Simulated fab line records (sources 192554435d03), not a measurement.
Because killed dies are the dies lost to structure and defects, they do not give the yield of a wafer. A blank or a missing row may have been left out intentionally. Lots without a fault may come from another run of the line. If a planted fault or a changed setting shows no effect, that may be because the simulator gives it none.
fab line records	flow n5Finfet
record lots=10	wafers=30	lastDay=17
route steps=1938 shown BEOL_M12@1634 BEOL_M13@1671 PASSIVATION@1936
lots untouched by any fault: they come from a run of this same line in which no faults occurred
startH: hours from the record's first day to the start of the lot's first wafer shown	waitH: hours elapsed since this lot's preceding step	" as in the row above	L1.1+2: a row that stands for several wafers	- no value, or no start was given	* or withheld: withheld	< > ~ a bound
route shown NAME@n: a module of which the file shows steps, and the number in the route of the first	usual: average and standard deviation across the fault-free wafers	same: alike in all rows	chamber/n: place in a boat	sites: each site's reading	_std_site: standard deviation across them	_edge_site: inner sites' mean taken away from outer sites' mean	radiusMm: for every site, how far away it sits from the centre of the wafer	mask NAME#n: copy n	behind: the tool/chamber that last shaped the wafer	hold: cause of the lot's hold/its duration in hours/its outcome	device: the transistor (n, p or np) that didn't switch	end of line: tests run on the same wafers once the route is complete	a step without rows: its recipe alone	killed: dies that structure and defects cost at the first sort, which is not the same as the wafer's yield	map: per-die view of a wafer (x killed, . not killed, _ where there is no die)
set.NAME: the run value of the setting; set.NAME@STEP: its run value at that earlier step	model.NAME: the simulator's own value behind a step, which no gauge read
route steps across a sampled set of lots; one table per step, one row per wafer
services: from which hour (startH, from the record's first day; less than 0 if before it) a tool's chamber was out of use, for how many hours, and why
## steps
# step N5_BEOL_M12_INSPECT_30
# recipe mode=adi	inspectInstrument=macro
# usual rawDefectCount=2.0/1.4
lot.wafer	tool	chamber	startH	waitH	rawDefectCount
L966.1	defectInspect-02	-	244.91	0.0	1
L966.2	"	-	"	"	2
L966.5	"	-	"	"	2
L965.2	defectInspect-02	-	245.27	0.0	4
L965.4	"	-	"	"	3
L965.5	"	-	"	"	2
L968.2	defectInspect-01	-	258.77	0.0	1
L968.3	"	-	"	"	5
L968.4	"	-	"	"	2
L969.2	defectInspect-01	-	262.94	0.0	3
L969.3	"	-	"	"	3
L969.4	"	-	"	"	3
L970.2	defectInspect-02	-	264.04	0.0	0
L970.3	"	-	"	"	3
L970.6	"	-	"	"	4
L974.2	defectInspect-02	-	284.57	0.0	2
L974.5	"	-	"	"	3
L974.6	"	-	"	"	3
L980.1	defectInspect-01	-	335.17	0.0	1
L980.4	"	-	"	"	1
L980.6	"	-	"	"	3
L981.1	defectInspect-01	-	339.32	0.0	5
L981.3	"	-	"	"	5
L981.5	"	-	"	"	1
L982.2	defectInspect-02	-	339.94	0.0	4
L982.4	"	-	"	"	0
L982.6	"	-	"	"	3
L987.2	defectInspect-01	-	375.25	0.0	0
L987.4	"	-	"	"	2
L987.6	"	-	"	"	3
# step N5_BEOL_M12_ETCH_68
# recipe chemistry=N2/H2	target=SOC	maskMaterial=SiARC	sourceW=3000	biasW=350	tempC=40	timeS=285	ionEnergyEv=200	pressureMtorr=30	n2FlowSccm=200	h2FlowSccm=200
# usual drypumpMotorCurrentA=5.5/0.38	oesProductAu=0.83/0.081	rfVppV=524.2/3	showerheadPlenumPTorr=2.55/0.1	throttleValvePct=17.68/0.28
lot.wafer	tool	chamber	startH	waitH	drypumpMotorCurrentA	oesProductAu	rfHoursCounterH	rfVppV	showerheadPlenumPTorr	throttleValvePct
L966.1	rieDiel-01	3	245.18	0.1	5.9	0.70	222	526.2	2.63	17.97
L966.2	"	2	"	"	5.4	0.81	95	524.7	2.55	17.54
L966.5	"	3	"	"	5.9	0.70	-	526.8	2.63	17.97
L965.2	rieDiel-04	0	245.51	0.1	6.0	0.87	36	524.4	2.59	17.43
L965.4	"	2	"	"	5.7	0.95	5	526.1	2.57	17.62
L965.5	"	2	"	"	5.7	0.94	-	526.7	2.57	17.63
L968.2	rieDiel-04	3	260.01	0.1	5.1	0.88	31	525.6	2.61	17.33
L968.3	"	0	"	"	6.0	0.87	42	523.4	2.59	17.44
L968.4	"	1	"	"	5.6	0.94	21	528.1	2.72	17.68
L969.2	rieDiel-04	1	263.29	0.1	5.6	0.94	22	528.5	2.72	17.68
L969.3	"	0	"	"	6.0	0.85	44	526.3	2.58	17.44
L969.4	"	3	"	"	5.1	0.86	33	525.2	2.61	17.33
L970.2	rieDiel-04	2	264.86	0.1	5.7	0.92	14	527.3	2.57	17.63
L970.3	"	3	"	"	5.1	0.87	34	526.5	2.61	17.33
L970.6	"	2	"	"	5.7	0.91	-	525.2	2.57	17.62
L974.2	rieDiel-05	0	284.79	0.1	4.9	0.69	232	519.4	2.42	18.07
L974.5	"	0	"	"	4.9	0.68	-	520.0	2.42	18.09
L974.6	"	2	"	"	5.7	0.73	-	517.5	2.34	18.36
L980.1	rieDiel-04	1	335.38	0.1	5.6	0.88	46	528.0	2.71	17.72
L980.4	"	3	"	"	5.0	0.83	59	524.9	2.60	17.38
L980.6	"	0	"	"	6.0	0.82	-	523.7	2.57	17.49
L981.1	rieDiel-04	0	339.55	0.1	6.0	0.82	68	523.9	2.57	17.48
L981.3	"	3	"	"	5.1	0.83	61	524.7	2.59	17.39
L981.5	"	3	"	"	5.1	0.83	-	526.0	2.59	17.39
L982.2	rieDiel-05	2	340.15	0.1	5.7	0.72	205	518.7	2.33	18.40
L982.4	"	0	"	"	4.8	0.66	250	520.2	2.42	18.10
L982.6	"	0	"	"	4.9	0.67	-	519.7	2.42	18.11
L987.2	rieDiel-01	2	375.61	0.1	5.4	0.77	142	523.0	2.53	17.62
L987.4	"	3	"	"	5.9	0.95	10	526.4	2.61	17.61
L987.6	"	3	"	"	6.0	0.94	-	526.1	2.61	17.59
# step N5_BEOL_M12_DEGAS_41
# recipe ambient=vacuum	tempC=250	timeS=60
# usual heaterPowerW=330/22
lot.wafer	tool	chamber	startH	waitH	heaterPowerW
L966.1	pvdSputter-01	-	251.23	2.5	325
L966.2	"	-	"	"	336
L966.5	"	-	"	"	322
L965.2	pvdSputter-03	-	254.42	2.5	310
L965.4	"	-	"	"	302
L965.5	"	-	"	"	306
L968.2	pvdSputter-01	-	260.71	0.0	322
L968.3	"	-	"	"	351
L968.4	"	-	"	"	333
L969.2	pvdSputter-03	-	266.42	0.2	314
L969.3	"	-	"	"	324
L969.4	"	-	"	"	279
L970.2	pvdSputter-03	-	266.94	0.6	310
L970.3	"	-	"	"	325
L970.6	"	-	"	"	324
L974.2	pvdSputter-03	-	288.52	0.5	301
L974.5	"	-	"	"	310
L974.6	"	-	"	"	327
L980.1	pvdSputter-01	-	337.99	0.4	338
L980.4	"	-	"	"	330
L980.6	"	-	"	"	335
L981.1	pvdSputter-01	-	343.53	0.3	339
L981.3	"	-	"	"	352
L981.5	"	-	"	"	327
L982.2	pvdSputter-01	-	345.91	2.3	343
L982.4	"	-	"	"	325
L982.6	"	-	"	"	340
L987.2	pvdSputter-02	-	377.63	0.5	340
L987.4	"	-	"	"	321
L987.6	"	-	"	"	311
# step N5_BEOL_M12_DEP_53
# recipe material=SiCN	targetThkA=300	tempC=withheld	precursor=3MS/NH3	pressureTorr=3	rfW=675	timeS=10.5
# usual showerheadPlenumPTorr=4.160/0.019	throttleValvePct=18.0/0.81
lot.wafer	tool	chamber	startH	waitH	showerheadPlenumPTorr	throttleValvePct
L966.1	pecvd-01	0	252.38	0.0	4.176	17.4
L966.2	"	2	"	"	4.157	17.8
L966.5	"	2	"	"	4.144	17.5
L965.2	pecvd-01	1	255.58	0.0	4.191	17.7
L965.4	"	2	"	"	4.140	17.8
L965.5	"	1	"	"	4.189	17.9
L968.2	pecvd-01	2	261.87	0.0	4.138	17.8
L968.3	"	0	"	"	4.166	17.2
L968.4	"	2	"	"	4.133	17.9
L969.2	pecvd-04	2	267.65	0.0	4.139	17.4
L969.3	"	1	"	"	4.192	18.8
L969.4	"	2	"	"	4.145	17.2
L970.2	pecvd-04	1	272.12	0.0	4.188	18.8
L970.3	"	0	"	"	4.139	19.6
L970.6	"	1	"	"	4.182	19.1
L974.2	pecvd-01	1	289.69	0.0	4.180	17.8
L974.5	"	2	"	"	4.146	17.8
L974.6	"	1	"	"	4.177	17.9
L980.1	pecvd-01	2	339.35	0.0	4.144	17.7
L980.4	"	1	"	"	4.189	17.8
L980.6	"	0	"	"	4.166	17.3
L981.1	pecvd-01	1	344.83	0.0	4.180	18.0
L981.3	"	2	"	"	4.147	17.8
L981.5	"	0	"	"	4.165	17.3
L982.2	pecvd-01	0	347.12	0.0	4.165	17.0
L982.4	"	1	"	"	4.180	17.8
L982.6	"	2	"	"	4.140	17.8
L987.2	pecvd-02	0	378.78	0.0	4.164	16.9
L987.4	"	1	"	"	4.153	18.9
L987.6	"	2	"	"	4.143	18.0
# step N5_BEOL_M12_INSPECT_55
# recipe inspectInstrument=darkfield	mode=postDep
# usual rawDefectCount=69/19
lot.wafer	tool	chamber	startH	waitH	rawDefectCount
L966.1	defectInspect-01	-	252.47	0.0	71
L966.2	"	-	"	"	93
L966.5	"	-	"	"	73
L965.2	defectInspect-01	-	255.67	0.0	79
L965.4	"	-	"	"	76
L965.5	"	-	"	"	77
L968.2	defectInspect-01	-	261.96	0.0	107
L968.3	"	-	"	"	91
L968.4	"	-	"	"	76
L969.2	defectInspect-02	-	267.74	0.0	82
L969.3	"	-	"	"	131
L969.4	"	-	"	"	84
L970.2	defectInspect-02	-	272.21	0.0	76
L970.3	"	-	"	"	66
L970.6	"	-	"	"	53
L974.2	defectInspect-02	-	289.79	0.0	50
L974.5	"	-	"	"	41
L974.6	"	-	"	"	68
L980.1	defectInspect-02	-	339.44	0.0	83
L980.4	"	-	"	"	62
L980.6	"	-	"	"	82
L981.1	defectInspect-01	-	344.92	0.0	291
L981.3	"	-	"	"	307
L981.5	"	-	"	"	333
L982.2	defectInspect-01	-	347.21	0.0	336
L982.4	"	-	"	"	365
L982.6	"	-	"	"	333
L987.2	defectInspect-01	-	378.87	0.0	67
L987.4	"	-	"	"	68
L987.6	"	-	"	"	73
# step N5_BEOL_M13_INSPECT_12
# recipe mode=adi	inspectInstrument=macro
# usual rawDefectCount=2.1/1.5
lot.wafer	tool	chamber	startH	waitH	rawDefectCount
L966.1	defectInspect-01	-	253.14	0.0	4
L966.2	"	-	"	"	1
L966.5	"	-	"	"	1
L965.2	defectInspect-01	-	256.21	0.0	7
L965.4	"	-	"	"	1
L965.5	"	-	"	"	3
L968.2	defectInspect-02	-	262.63	0.0	3
L968.3	"	-	"	"	2
L968.4	"	-	"	"	2
L969.2	defectInspect-01	-	268.47	0.0	6
L969.3	"	-	"	"	2
L969.4	"	-	"	"	3
L970.2	defectInspect-01	-	272.76	0.0	3
L970.3	"	-	"	"	1
L970.6	"	-	"	"	0
L974.2	defectInspect-01	-	290.34	0.0	2
L974.5	"	-	"	"	3
L974.6	"	-	"	"	2
L980.1	defectInspect-02	-	339.99	0.0	1
L980.4	"	-	"	"	3
L980.6	"	-	"	"	1
L981.1	defectInspect-01	-	345.59	0.0	241
L981.3	"	-	"	"	270
L981.5	"	-	"	"	284
L982.2	defectInspect-01	-	347.75	0.0	279
L982.4	"	-	"	"	271
L982.6	"	-	"	"	278
L987.2	defectInspect-02	-	379.54	0.0	3
L987.4	"	-	"	"	2
L987.6	"	-	"	"	3
# step N5_PASSIVATION_PROBE_49
# usual defectLimitedYield=91.1/1.6	killed_at_M0_to_M3=35/11	killed_at_M4_up=13/5.4	killedAtContacts=13/6.5	killedAtFrontEnd=40/14	killedAtOther=4/3.1	killedDies=105/18	killedOnRim=14/4.1	killedOpen=69/14	killedShort=34/7.3	sort_bin_5_function=5.2/0.96	sort_bin_6_memory=3.4/0.77	sort_bin_8_speed=0.02/0.13	sortNPass=1075/19	sortYieldPct=91.1/1.6
# same grossDies=1180	killedAtBackSide=0	sort_bin_4_leakage[%]=0
lot.wafer	tool	chamber	startH	waitH	defectLimitedYield[%]	killed_at_M0_to_M3	killed_at_M4_up	killedAtContacts	killedAtFrontEnd	killedAtOther	killedDies	killedOnRim	killedOpen	killedShort	sort_bin_5_function[%]	sort_bin_6_memory[%]	sort_bin_8_speed[%]	sortNPass	sortYieldPct[%]
L966.1	prober-02	-	285.32	0.1	90.0	53	21	13	28	3	118	12	87	30	5.4	4.4	0	1062	90.0
L966.2	prober-02	-	285.37	0.2	90.4	43	16	7	43	4	113	18	70	41	5.5	3.9	0	1067	90.4
L966.5	prober-02	-	285.52	0.3	90.8	57	5	8	36	3	109	17	72	35	5.1	3.8	0	1071	90.8
L965.2	prober-01	-	289.68	0.1	90.3	58	13	9	32	3	115	25	66	45	5.3	4.0	0	1065	90.3
L965.4	prober-01	-	289.78	0.2	91.7	35	16	7	32	8	98	14	60	37	5.3	2.9	0	1082	91.7
L965.5	prober-01	-	289.83	0.2	92.1	20	11	11	46	5	93	15	57	29	4.7	2.6	0	1087	92.1
L968.2	prober-02	-	290.47	0.1	90.6	40	12	5	50	4	111	14	61	44	5.3	3.8	0	1069	90.6
L968.3	prober-02	-	290.52	0.1	93.8	22	9	2	32	8	73	15	47	26	3.3	2.5	0	1107	93.8
L968.4	prober-02	-	290.57	0.2	90.1	52	21	3	40	1	117	16	77	34	5.5	4.2	1.44	1046	88.6
L969.2	prober-02	-	303.55	0.1	93.2	32	18	2	27	1	80	4	53	26	3.2	3.3	0	1100	93.2
L969.3	prober-02	-	303.60	0.1	93.7	37	8	2	26	1	74	11	42	32	3.4	2.8	0	1106	93.7
L969.4	prober-02	-	303.65	0.2	88.9	49	11	12	55	4	131	16	97	33	6.0	4.8	0	1049	88.9
L970.2	prober-02	-	308.50	0.1	90.8	30	13	24	38	3	108	18	73	34	4.2	4.4	0	1072	90.8
L970.3	prober-02	-	308.55	0.1	91.4	35	18	13	33	2	101	16	68	32	5.2	3.2	0	1079	91.4
L970.6	prober-02	-	308.70	0.3	92.5	34	11	8	32	3	88	11	57	31	4.8	2.4	0	1092	92.5
L974.2	prober-02	-	327.65	0.1	93.4	19	14	9	34	2	78	12	52	26	4.2	2.1	0	1102	93.4
L974.5	prober-02	-	327.80	0.2	92.6	24	9	8	42	4	87	10	50	37	4.7	2.4	0	1093	92.6
L974.6	prober-02	-	327.85	0.3	92.5	26	7	23	31	1	88	11	59	29	4.7	2.5	0	1092	92.5
L980.1	prober-01	-	369.98	0.0	91.1	43	16	11	33	2	105	17	70	32	5.3	3.5	0	1075	91.1
L980.4	prober-01	-	370.13	0.2	89.9	52	13	14	34	6	119	16	75	42	5.9	3.6	0	1061	89.9
L980.6	prober-01	-	370.23	0.3	91.6	42	10	14	32	1	99	9	63	33	5.0	3.1	0	1081	91.6
L981.1	prober-01	-	374.06	0.0	89.0	25	68	10	23	4	130	26	59	20	7.7	2.5	0	1050	89.0
L981.3	prober-01	-	374.16	0.1	85.3	25	109	7	27	6	174	11	52	23	8.1	5.2	0	1006	85.3
L981.5	prober-01	-	374.26	0.2	87.5	22	74	6	43	2	147	34	57	30	7.8	3.8	0	1033	87.5
L982.2	prober-02	-	381.19	0.1	85.9	56	58	10	40	2	166	30	72	41	8.6	3.7	0	1014	85.9
L982.4	prober-02	-	381.29	0.2	84.2	53	64	15	51	3	186	32	90	40	9.7	5.0	0	994	84.2
L982.6	prober-02	-	381.39	0.3	80.6	50	114	16	49	0	229	12	86	37	13.1	4.5	0	951	80.6
L987.2	prober-01	-	413.74	0.1	89.6	47	11	11	48	6	123	16	89	30	6.7	3.7	0	1057	89.6
L987.4	prober-01	-	413.84	0.2	90.4	35	12	8	53	5	113	10	71	39	5.6	3.4	0	1067	90.4
L987.6	prober-01	-	413.94	0.3	90.1	36	14	18	46	3	117	16	72	42	5.8	3.5	0	1063	90.1
# killed by level:class
L966.1 BEOL_M0_SAQP:geometricParticle:open=16 BEOL_M1:geometricParticle:open=14 MOL_CONTACT_COAG:geometricParticle:open=11 BEOL_M4:geometricParticle:open=11 BEOL_M3:geometricParticle:open=6 STI_FIN_REVEAL:geometricParticle:open=5 BEOL_M1:geometricParticle:short=5 BEOL_M0_SAQP:geometricParticle:short=4
L966.2 BEOL_M1:geometricParticle:open=9 BEOL_M0_SAQP:geometricParticle:short=8 MOL_CONTACT_COAG:geometricParticle:open=7 STI_FIN_REVEAL:geometricParticle:open=6 BEOL_M1:geometricParticle:short=6 DUMMY_GATE:geometricParticle:open=5 GATE_CUT:geometricParticle:open=5 GATE_CUT:geometricParticle:short=5
L966.5 BEOL_M0_SAQP:geometricParticle:open=21 BEOL_M0_SAQP:geometricParticle:short=17 BEOL_M2:geometricParticle:open=7 MOL_CONTACT_COAG:geometricParticle:open=6 BEOL_M1:geometricParticle:open=6 STI_FIN_REVEAL:geometricParticle:open=5 GATE_CUT:geometricParticle:open=5 GATE_CUT:geometricParticle:short=5
L965.2 BEOL_M0_SAQP:geometricParticle:open=21 BEOL_M0_SAQP:geometricParticle:short=21 STI_FIN_REVEAL:geometricParticle:open=12 MOL_CONTACT_COAG:geometricParticle:open=6 BEOL_M5:geometricParticle:open=6 GATE_CUT:geometricParticle:short=4 BEOL_M2:geometricParticle:open=4 FIN_SAQP:geometricParticle:short=3
L965.4 BEOL_M0_SAQP:geometricParticle:short=9 MOL_CONTACT_COAG:geometricParticle:open=7 BEOL_M0_SAQP:geometricParticle:open=6 FIN_SAQP:geometricParticle:open=5 FIN_SAQP:geometricParticle:short=5 DUMMY_GATE:geometricParticle:open=5 BEOL_M1:geometricParticle:open=5 BEOL_M3:geometricParticle:open=5
L965.5 STI_FIN_REVEAL:geometricParticle:open=8 MOL_CONTACT_COAG:geometricParticle:open=8 FIN_SAQP:geometricParticle:open=7 BEOL_M4:geometricParticle:open=7 BEOL_M0_SAQP:geometricParticle:open=6 GATE_CUT:geometricParticle:short=5 ILD0:geometricParticle:short=4 BEOL_M3:geometricParticle:open=4
L968.2 FIN_SAQP:geometricParticle:short=12 BEOL_M0_SAQP:geometricParticle:short=10 GATE_CUT:geometricParticle:short=9 DUMMY_GATE:geometricParticle:open=8 FIN_SAQP:geometricParticle:open=7 BEOL_M1:geometricParticle:open=7 BEOL_M3:geometricParticle:open=7 BEOL_M4:geometricParticle:open=6
L968.3 FIN_SAQP:geometricParticle:short=8 BEOL_M4:geometricParticle:open=8 BEOL_M3:geometricParticle:open=6 BEOL_M2:geometricParticle:open=5 FIN_SAQP:geometricParticle:open=4 BEOL_M3:geometricParticle:short=4 STARTING-WAFER:geometricParticle:short=4 DUMMY_GATE:geometricParticle:open=3
L968.4 BEOL_M0_SAQP:geometricParticle:open=15 BEOL_M4:geometricParticle:open=13 BEOL_M1:geometricParticle:open=11 BEOL_M0_SAQP:geometricParticle:short=11 DUMMY_GATE:geometricParticle:open=9 STI_FIN_REVEAL:geometricParticle:open=8 FIN_SAQP:geometricParticle:short=5 BEOL_M2:geometricParticle:open=5
L969.2 BEOL_M4:geometricParticle:open=14 BEOL_M2:geometricParticle:open=10 FIN_SAQP:geometricParticle:short=6 BEOL_M3:geometricParticle:open=5 STARTING-WAFER:geometricParticle:short=5 STI_FIN_REVEAL:geometricParticle:open=4 DUMMY_GATE:geometricParticle:open=4 BEOL_M0_SAQP:geometricParticle:open=4
L969.3 BEOL_M0_SAQP:geometricParticle:short=17 BEOL_M0_SAQP:geometricParticle:open=8 DUMMY_GATE:geometricParticle:open=6 FIN_SAQP:geometricParticle:open=5 STI_FIN_REVEAL:geometricParticle:open=4 BEOL_M4:geometricParticle:open=4 FIN_SAQP:geometricParticle:short=3 BEOL_M2:geometricParticle:open=3
L969.4 STI_FIN_REVEAL:geometricParticle:open=19 BEOL_M0_SAQP:geometricParticle:open=18 MOL_CONTACT_COAG:geometricParticle:open=10 BEOL_M0_SAQP:geometricParticle:short=9 FIN_SAQP:geometricParticle:open=8 BEOL_M2:geometricParticle:open=7 BEOL_M3:geometricParticle:open=7 DUMMY_GATE:geometricParticle:open=6
L970.2 MOL_CONTACT_COAG:geometricParticle:open=20 FIN_SAQP:geometricParticle:open=14 FIN_SAQP:geometricParticle:short=11 BEOL_M1:geometricParticle:open=11 BEOL_M1:geometricParticle:short=7 BEOL_M4:geometricParticle:open=6 BEOL_M3:geometricParticle:open=5 MOL_CONTACT_COAG:geometricParticle:short=4
L970.3 BEOL_M1:geometricParticle:open=14 BEOL_M4:geometricParticle:open=11 MOL_CONTACT_COAG:geometricParticle:open=10 STI_FIN_REVEAL:geometricParticle:open=8 FIN_SAQP:geometricParticle:open=7 BEOL_M2:geometricParticle:open=6 BEOL_M1:geometricParticle:short=6 FIN_SAQP:geometricParticle:short=5
L970.6 BEOL_M1:geometricParticle:open=11 FIN_SAQP:geometricParticle:open=8 DUMMY_GATE:geometricParticle:open=6 MOL_CONTACT_COAG:geometricParticle:open=6 BEOL_M0_SAQP:geometricParticle:open=5 BEOL_M1:geometricParticle:short=5 STARTING-WAFER:geometricParticle:open=5 BEOL_M0:geometricParticle:open=4
L974.2 MOL_CONTACT_COAG:geometricParticle:open=7 FIN_SAQP:geometricParticle:short=5 STI_FIN_REVEAL:geometricParticle:open=5 DUMMY_GATE:geometricParticle:open=5 BEOL_M2:geometricParticle:open=4 FIN_SAQP:geometricParticle:open=3 GATE_CUT:geometricParticle:short=3 GATE_CUT:geometricParticle:open=3
L974.5 BEOL_M0_SAQP:geometricParticle:short=9 FIN_SAQP:geometricParticle:short=8 GATE_CUT:geometricParticle:short=7 FIN_SAQP:geometricParticle:open=6 STI_FIN_REVEAL:geometricParticle:open=6 MOL_CONTACT_COAG:geometricParticle:open=6 BEOL_M4:geometricParticle:open=6 BEOL_M3:geometricParticle:open=5
L974.6 MOL_CONTACT_COAG:geometricParticle:open=18 STI_FIN_REVEAL:geometricParticle:open=13 BEOL_M1:geometricParticle:open=6 MOL_CONTACT_COAG:geometricParticle:short=5 FIN_SAQP:geometricParticle:short=4 STI_FIN_REVEAL:geometricParticle:short=4 BEOL_M0_SAQP:geometricParticle:short=4 BEOL_M2:geometricParticle:open=4
L980.1 BEOL_M0_SAQP:geometricParticle:open=15 BEOL_M1:geometricParticle:open=10 BEOL_M5:geometricParticle:open=8 FIN_SAQP:geometricParticle:short=7 MOL_CONTACT_COAG:geometricParticle:open=7 FIN_SAQP:geometricParticle:open=6 BEOL_M0_SAQP:geometricParticle:short=6 BEOL_M3:geometricParticle:open=6
L980.4 BEOL_M0_SAQP:geometricParticle:open=14 MOL_CONTACT_COAG:geometricParticle:open=12 BEOL_M0_SAQP:geometricParticle:short=12 BEOL_M2:geometricParticle:open=11 FIN_SAQP:geometricParticle:short=10 BEOL_M3:geometricParticle:open=8 FIN_SAQP:geometricParticle:open=6 GATE_CUT:geometricParticle:short=5
L980.6 BEOL_M0_SAQP:geometricParticle:short=12 MOL_CONTACT_COAG:geometricParticle:open=11 BEOL_M0_SAQP:geometricParticle:open=10 STI_FIN_REVEAL:geometricParticle:open=8 BEOL_M1:geometricParticle:open=6 BEOL_M3:geometricParticle:open=5 BEOL_M4:geometricParticle:open=5 FIN_SAQP:geometricParticle:short=4
L981.1 BEOL_M12:unspecified=46 BEOL_M4:geometricParticle:open=15 MOL_CONTACT_COAG:geometricParticle:open=9 BEOL_M1:geometricParticle:open=6 FIN_SAQP:geometricParticle:open=4 BEOL_M0_SAQP:geometricParticle:short=4 BEOL_M3:geometricParticle:open=4 BEOL_M2:geometricParticle:open=4
L981.3 BEOL_M12:unspecified=96 BEOL_M4:geometricParticle:open=7 DUMMY_GATE:geometricParticle:open=6 MOL_CONTACT_COAG:geometricParticle:open=6 BEOL_M0_SAQP:geometricParticle:open=6 FIN_SAQP:geometricParticle:open=5 BEOL_M1:geometricParticle:open=5 BEOL_M2:geometricParticle:open=5
L981.5 BEOL_M12:unspecified=56 STI_FIN_REVEAL:geometricParticle:open=9 FIN_SAQP:geometricParticle:short=8 BEOL_M4:geometricParticle:short=7 MOL_CONTACT_COAG:geometricParticle:open=6 BEOL_M1:geometricParticle:open=6 DUMMY_GATE:geometricParticle:open=5 BEOL_M0_SAQP:geometricParticle:short=5
L982.2 BEOL_M12:unspecified=48 BEOL_M0_SAQP:geometricParticle:open=14 FIN_SAQP:geometricParticle:open=12 BEOL_M1:geometricParticle:open=10 BEOL_M3:geometricParticle:open=9 BEOL_M0_SAQP:geometricParticle:short=8 MOL_CONTACT_COAG:geometricParticle:open=7 FIN_SAQP:geometricParticle:short=6
L982.4 BEOL_M12:unspecified=56 STI_FIN_REVEAL:geometricParticle:open=22 MOL_CONTACT_COAG:geometricParticle:open=14 BEOL_M3:geometricParticle:open=13 BEOL_M1:geometricParticle:open=11 BEOL_M0_SAQP:geometricParticle:open=9 BEOL_M0_SAQP:geometricParticle:short=9 FIN_SAQP:geometricParticle:short=6
L982.6 BEOL_M12:unspecified=104 STI_FIN_REVEAL:geometricParticle:open=23 MOL_CONTACT_COAG:geometricParticle:open=14 BEOL_M0_SAQP:geometricParticle:open=9 BEOL_M1:geometricParticle:short=9 BEOL_M1:geometricParticle:open=9 BEOL_M0_SAQP:geometricParticle:short=7 FIN_SAQP:geometricParticle:open=6
L987.2 STI_FIN_REVEAL:geometricParticle:open=19 BEOL_M2:geometricParticle:open=19 MOL_CONTACT_COAG:geometricParticle:open=9 DUMMY_GATE:geometricParticle:open=8 BEOL_M0_SAQP:geometricParticle:open=7 BEOL_M3:geometricParticle:open=6 FIN_SAQP:geometricParticle:short=5 BEOL_M0_SAQP:geometricParticle:short=5
L987.4 STI_FIN_REVEAL:geometricParticle:open=13 FIN_SAQP:geometricParticle:short=11 BEOL_M0_SAQP:geometricParticle:open=9 DUMMY_GATE:geometricParticle:open=8 FIN_SAQP:geometricParticle:open=7 MOL_CONTACT_COAG:geometricParticle:open=7 BEOL_M0_SAQP:geometricParticle:short=6 BEOL_M3:geometricParticle:short=5
L987.6 STI_FIN_REVEAL:geometricParticle:open=15 MOL_CONTACT_COAG:geometricParticle:open=14 BEOL_M0_SAQP:geometricParticle:short=8 BEOL_M0_SAQP:geometricParticle:open=6 BEOL_M3:geometricParticle:short=6 DUMMY_GATE:geometricParticle:open=5 FIN_SAQP:geometricParticle:short=4 GATE_CUT:geometricParticle:open=4
## services
tool	chamber	startH	hours	kind
rieDiel-05	0	245.48	11.8	repair
rieDiel-01	-	259.93	15.6	pm
rieDiel-05	3	266.21	-	clean
rieDiel-05	3	266.21	-	consumableReplace:focusRing
rieDiel-05	3	266.21	19.3	scheduledDown
rieDiel-05	3	266.21	19.3	ventCycle
pecvd-02	2	283.41	20.6	repair
rieDiel-01	1	286.84	1.3	repair
pecvd-01	0	292.02	5.5	scheduledDown
rieDiel-05	3	295.88	15.1	repair
pecvd-01	2	308.92	2.1	scheduledDown
rieDiel-01	0	311.92	8.4	repair
rieDiel-05	0	314.81	2.2	repair
pecvd-01	-	316.89	0.2	repair
pecvd-04	0	327.02	6.8	repair
rieDiel-01	3	337.19	-	clean
rieDiel-01	3	337.19	-	consumableReplace:focusRing
rieDiel-01	3	337.19	15.0	scheduledDown
rieDiel-01	3	337.19	15.0	ventCycle
rieDiel-05	0	342.27	-	clean
pvdSputter-03	-	355.57	0.7	repair
pecvd-01	2	359.54	16.5	scheduledDown
pvdSputter-02	-	365.16	1.1	repair
pvdSputter-03	-	378.37	1.7	repair
## key
firstSign step=N5_BEOL_M12_INSPECT_55	reading=rawDefectCount	direction=up	sigmas=14	usual=69	struck=328
effect step=N5_BEOL_M13_INSPECT_12	reading=rawDefectCount	direction=up	sigmas=99+	usual=2.1	struck=270.5
effect step=N5_PASSIVATION_PROBE_49	reading=killed_at_M4_up	direction=up	sigmas=13	usual=13	struck=81
moreKillsBornAt N5_BEOL_M12_DEP_53@pecvd-01=406
metAt N5_BEOL_M12_DEP_53
struckLots L981,L982
notActingAt N5_BEOL_M12_INSPECT_30,N5_BEOL_M12_ETCH_68,N5_BEOL_M12_DEGAS_41
onsetBetween 339.35 344.83
fault kind=chamberParticleSource	tool=pecvd-01	chamber=-	onsetH=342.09	steps=N5_BEOL_M12_DEP_53	ratePerVisitCm2=0.4212	endH=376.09
